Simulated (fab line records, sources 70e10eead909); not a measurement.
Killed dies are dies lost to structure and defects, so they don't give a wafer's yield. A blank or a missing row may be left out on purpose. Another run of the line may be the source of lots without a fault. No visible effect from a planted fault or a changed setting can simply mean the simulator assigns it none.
Check of tool commonality ; flow nand-harc ; Sample size 11 lots and 33 wafers

## WHY THIS WAS OPENED
On 2 of the 11 lots, a flag is raised at NHARC_A_BONDPAD_THK_MEAS_20 on the reading thk-nm. Fault-free wafers read 169.7 nm, with a standard deviation of 1.9.
Rule: a lot gets a flag if all its wafers with a number sit over 4 standard deviations from that mean, or if no wafer of it has a number. The other lots count as sound.

lot;measured;on;thk-nm (nm), wafer by wafer;flag
L893;day 23 12:29;film-metro-01;169.0 170.8 171.6;
L894;day 23 15:16;film-metro-01;167.8 170.0 167.6;
L898;day 25 16:50;film-metro-01;165.7 170.8 167.5;
L901;day 27 02:11;film-metro-01;169.4 171.4 167.2;
L904;day 28 06:24;film-metro-01;30.1 28.0 30.5;FLAGGED
L905;day 28 11:03;film-metro-01;31.1 28.8 28.4;FLAGGED
L906;day 28 13:02;film-metro-01;169.6 168.8 167.8;
L907;day 29 08:33;film-metro-01;169.3 168.9 165.3;
L908;day 29 14:30;film-metro-02;170.5 171.6 170.5;
L910;day 30 16:44;film-metro-02;171.2 171.8 172.1;
L912;day 30 21:34;film-metro-01;173.1 172.0 171.2;
On average the flagged lots' numbers are 29.5 nm, which is -140.2 nm against the usual, or -74 standard deviations.

## EACH LOT AND THE TOOL IT RAN ON
Before the reading, the record contains 3 process steps out of a 1302-step route. Each cell gives the tool, then ch followed by the chambers the sampled wafers passed through, then the start.
lot;flag;NHARC_A_BONDPAD_ETCH_34;NHARC_A_BONDPAD_ECD_18;NHARC_A_BONDPAD_ANNEAL_28
L893;;rie-diel-12 ch 0,2, day 23 10:11;ecd-cu-01 ch 0,1, day 23 11:26;rtp-anneal-02 ch 0, day 23 11:48
L894;;rie-diel-12 ch 2,3, day 23 13:01;ecd-cu-01 ch 1, day 23 14:16;rtp-anneal-02 ch 0, day 23 14:35
L898;;rie-diel-13 ch 2,3, day 25 14:31;ecd-cu-01 ch 0,1, day 25 15:53;rtp-anneal-02 ch 0, day 25 16:19
L901;;rie-diel-05 ch 1,2,3, day 26 23:56;ecd-cu-01 ch 0,1, day 27 01:14;rtp-anneal-02 ch 0, day 27 01:37
L904;FLAGGED;rie-diel-05 ch 1,2, day 28 04:01;ecd-cu-01 ch 0,1, day 28 05:21;rtp-anneal-02 ch 0, day 28 05:44
L905;FLAGGED;rie-diel-13 ch 0,1,2, day 28 08:21;ecd-cu-02 ch 0,1, day 28 10:04;rtp-anneal-01 ch 0, day 28 10:23
L906;;rie-diel-05 ch 0,1,2, day 28 10:47;ecd-cu-02 ch 0,1, day 28 11:59;rtp-anneal-01 ch 0, day 28 12:22
L907;;rie-diel-13 ch 0,2,3, day 29 06:17;ecd-cu-01 ch 0,1, day 29 07:34;rtp-anneal-02 ch 0, day 29 07:56
L908;;rie-diel-05 ch 0,3, day 29 12:11;ecd-cu-01 ch 0,1, day 29 13:35;rtp-anneal-02 ch 0, day 29 13:55
L910;;rie-diel-05 ch 2,3, day 30 14:28;ecd-cu-02 ch 0, day 30 15:42;rtp-anneal-02 ch 0, day 30 16:07
L912;;rie-diel-13 ch 1,2,3, day 30 19:19;ecd-cu-02 ch 0,1, day 30 20:31;rtp-anneal-02 ch 0, day 30 20:54
What is done by these steps:
- NHARC_A_BONDPAD_ETCH_34: etches the open film in N2/H2, target depth 60 nm, overetch 18 nm, time 65.91 s.
- NHARC_A_BONDPAD_ECD_18: material Cu, target thk 400 nm.
- NHARC_A_BONDPAD_ANNEAL_28: time 90 s.
- NHARC_A_BONDPAD_THK_MEAS_20: measures by xrf.

## FLAGGED OVER TOTAL, TOOL BY TOOL (the gauges that took the reading come last)
step;tool;lots run;flagged;share of the flagged lots;sound lots run after its first flagged lot
NHARC_A_BONDPAD_ETCH_34;rie-diel-05;5;1;some;3 (L906,L908,L910)
NHARC_A_BONDPAD_ETCH_34;rie-diel-12;2;0;none;-
NHARC_A_BONDPAD_ETCH_34;rie-diel-13;4;1;some;2 (L907,L912)
NHARC_A_BONDPAD_ECD_18;ecd-cu-01;7;1;some;2 (L907,L908)
NHARC_A_BONDPAD_ECD_18;ecd-cu-02;4;1;some;3 (L906,L910,L912)
NHARC_A_BONDPAD_ANNEAL_28;rtp-anneal-01;2;1;some;1 (L906)
NHARC_A_BONDPAD_ANNEAL_28;rtp-anneal-02;9;1;some;4 (L907,L908,L910,L912)
NHARC_A_BONDPAD_THK_MEAS_20;film-metro-01;9;2;all;3 (L906,L907,L912)
NHARC_A_BONDPAD_THK_MEAS_20;film-metro-02;2;0;none;-

## WHAT THE TABLE PERMITS
1 row of the table ran every flagged lot: film-metro-01 at NHARC_A_BONDPAD_THK_MEAS_20.
- film-metro-01 at NHARC_A_BONDPAD_THK_MEAS_20: 2 of its 9 lots flagged. Sound lots followed the first flagged one (L906, L907, L912) on it, something a lasting fault affecting the whole tool could not allow.
None of the table's rows ran every flagged lot and, after the first, no sound lot.

## WHAT WAS PUT IN BY THE SIMULATOR
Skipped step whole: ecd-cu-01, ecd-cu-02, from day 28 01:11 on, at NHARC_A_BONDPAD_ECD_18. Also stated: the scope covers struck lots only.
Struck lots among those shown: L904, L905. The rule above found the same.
